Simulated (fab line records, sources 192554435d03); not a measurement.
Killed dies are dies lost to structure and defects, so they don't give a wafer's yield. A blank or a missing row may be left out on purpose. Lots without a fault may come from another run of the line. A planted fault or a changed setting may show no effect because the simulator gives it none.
Chamber matching | flow n5_finfet | N5_GATE_CUT_SAC_CAP_01 on ald_sin-01: 4 sister chambers
The step material SiNx, target thk 24 nm, pulse time 1 s, ald cycles 480. 4 wafers are shown with their chamber, then 12 later ones without.

WAFERS WITH THEIR CHAMBER
wafer  | chamber | heater_power_w (W)
L085.1 | 1       | 902
L085.3 | 0       | 824
L085.5 | 2       | 739
L085.6 | 3       | 775

WAFERS WITHOUT THEIR CHAMBER
wafer  | heater_power_w (W)
L087.1 | 829
L087.3 | 913
L087.6 | 909
L089.2 | 779
L089.3 | 723
L089.4 | 816
L096.1 | 769
L096.2 | 714
L096.3 | 789
L096.4 | 869
L096.5 | 801
L096.6 | 866

WHICH CHAMBER EACH WENT THROUGH
wafer  | from the rows above          | in truth
L087.1 | 0                            | 0
L087.3 | 1                            | 1
L087.6 | 1                            | 1
L089.2 | can't be placed: 3 or 2      | 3
L089.3 | can't be placed: 2 or 3      | 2
L089.4 | can't be placed: 0 or 3      | 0
L096.1 | can't be placed: 3 or 2      | 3
L096.2 | can't be placed: 2 or 3      | 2
L096.3 | can't be placed: 3 or 0 or 2 | 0
L096.4 | can't be placed: 1 or 0      | 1
L096.5 | can't be placed: 0 or 3      | 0
L096.6 | can't be placed: 1 or 0      | 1
Placed correctly: 3 of 12. Can't be placed from these rows: 9 (the true chamber is among the candidates in 9). Placed wrongly: 0.
How it was worked out, from the rows above alone: a wafer's distance from a chamber is the root of the sum, over the readings, of the square of ((its reading less the chamber's mean) divided by the reading's scatter). The wafer belongs to the nearest chamber; if the next one is less than 2 further off, it can't be placed. A chamber's mean is the mean of its shown wafers. The scatter: with one shown wafer a chamber, the root of the mean of the squares of how far each hidden wafer lies from its nearest shown one.
